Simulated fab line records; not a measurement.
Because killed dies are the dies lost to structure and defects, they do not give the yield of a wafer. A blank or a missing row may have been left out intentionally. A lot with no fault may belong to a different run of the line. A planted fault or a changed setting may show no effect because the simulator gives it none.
Split-lot trial | flow n5 finfet | route with 1938 steps; 7 lots, 39 wafers read

== ABOUT THE SPLIT ==
At N5_MOL_CONTACT_COAG_ETCH_105 (etches SiARC in CF4, target depth 15.6 nm, time 26 s), the setting bias w was moved away from the recipe's 36 W on 15 of the 39 wafers read, by -18.5% to +18.5%. All remaining wafers had this setting at the recipe value.

The split's own step is where the reading is taken.

== THE READING ==
rf vpp V, in V, at N5_MOL_CONTACT_COAG_ETCH_105 (etches SiARC in CF4, target depth 15.6 nm, time 26 s). A value of 184.6 V with a standard deviation of 1.1 V is what fault-free wafers of this fab line usually give.

wafer  | tool, chamber at the split | bias w as run, W | against the recipe | rf vpp V, V | against lot-mates on the recipe
L076.1 | rie diel-05, 3             | 42.67            | +18.5%             | 205.2       | +21.4
L076.2 | rie diel-05, 1             | 42.67            | +18.5%             | 205.7       | +21.9
L076.3 | rie diel-05, 0             | 36               | recipe             | 181.0       | -
L076.4 | rie diel-05, 2             | 36               | recipe             | 184.9       | -
L076.5 | rie diel-05, 2             | 36               | recipe             | 185.5       | -
L076.6 | rie diel-05, 3             | 42.67            | +18.5%             | 204.9       | +21.1
L077.1 | rie diel-05, 1             | 32.35            | -10.1%             | 173.1       | -10.6
L077.2 | rie diel-05, 3             | 36               | recipe             | 184.4       | -
L077.3 | rie diel-05, 0             | 36               | recipe             | 183.6       | -
L077.4 | rie diel-05, 3             | 32.35            | -10.1%             | 171.2       | -12.5
L077.5 | rie diel-05, 1             | 32.35            | -10.1%             | 173.7       | -10.0
L077.6 | rie diel-05, 0             | 36               | recipe             | 183.1       | -
L079.1 | rie diel-04, 1             | 36               | recipe             | 185.0       | -
L079.2 | rie diel-04, 0             | 36               | recipe             | 185.4       | -
L079.4 | rie diel-04, 2             | 36               | recipe             | 186.8       | -
L081.1 | rie diel-05, 3             | 40.96            | +13.8%             | 197.3       | +12.4
L081.2 | rie diel-05, 1             | 36               | recipe             | 184.9       | -
L081.3 | rie diel-05, 2             | 40.96            | +13.8%             | 200.4       | +15.5
L081.4 | rie diel-05, 3             | 36               | recipe             | 184.5       | -
L081.5 | rie diel-05, 1             | 36               | recipe             | 185.3       | -
L081.6 | rie diel-05, 2             | 40.96            | +13.8%             | 200.9       | +16.0
L084.1 | rie diel-05, 2             | 36               | recipe             | 184.8       | -
L084.2 | rie diel-05, 3             | 29.35            | -18.5%             | 160.8       | -24.2
L084.3 | rie diel-05, 1             | 29.35            | -18.5%             | 161.9       | -23.1
L084.4 | rie diel-05, 0             | 36               | recipe             | 185.0       | -
L084.5 | rie diel-05, 3             | 29.35            | -18.5%             | 161.2       | -23.8
L084.6 | rie diel-05, 0             | 36               | recipe             | 185.3       | -
L086.1 | rie diel-05, 2             | 36               | recipe             | 183.9       | -
L086.2 | rie diel-05, 0             | 36               | recipe             | 185.4       | -
L086.3 | rie diel-05, 1             | 36               | recipe             | 187.2       | -
L086.4 | rie diel-05, 3             | 38.34            | +6.5%              | 192.1       | +6.6
L086.5 | rie diel-05, 2             | 38.34            | +6.5%              | 192.2       | +6.7
L086.6 | rie diel-05, 3             | 38.34            | +6.5%              | 192.2       | +6.7
L090.1 | rie diel-05, 0             | 36               | recipe             | 186.7       | -
L090.2 | rie diel-05, 1             | 36               | recipe             | 184.5       | -
L090.3 | rie diel-05, 2             | 36               | recipe             | 184.9       | -
L090.4 | rie diel-05, 3             | 36               | recipe             | 184.4       | -
L090.5 | rie diel-05, 1             | 36               | recipe             | 185.3       | -
L090.6 | rie diel-05, 0             | 36               | recipe             | 185.3       | -

THE FIT
A straight line over all 39 wafers: rf vpp V changes by +1.17 V for each +1% of bias w; r = +0.99; the points scatter about the line by 1.3 V.
The same after taking each lot's own level away (the mean of its wafers on the recipe; 39 wafers): +1.17 V for each +1%; r = +0.99; scatter 1.2 V.
On that fit, the largest move of bias w shifts the reading by 22 V.
From 183.70 to 185.73 V: that is the span of the lots' own levels, equal to 1.8 times the standard deviation above.
Hence the lot-to-lot level has little effect on the slope; both slopes agree.
Check: with one of the wafers moved furthest among these (+18.5%) left out of the fit, the line predicts +21.4 V for it against its lot-mates. It came out at +21.4 V against them.
Tool readings at the split's step, against how far the setting was moved: rf vpp V r = +0.99.

== ADDITIONAL SPLITS CARRIED BY THESE WAFERS ==
These wafers also went through other splits before the reading. Each is held against what the fit with the lots' levels taken away leaves over:
other split on the same wafers       | wafers away from the commonest value | r with rf vpp V (lot level and that fit taken away)
N5_ZERO_LAYER_PECVD_02 target thk a  | 6                                    | +0.10
N5_DUMMY_GATE_EXPOSE_12 dose mj      | 12                                   | -0.12
N5_DUMMY_GATE_ETCH_44 target depth a | 15                                   | -0.15
N5_SD_EPI_N_EPI_21 epi growth time s | 15                                   | -0.24

== FILE'S OWN FIT ==
rf vpp V changes by +1.17 V for each +1% of bias w, r = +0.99.
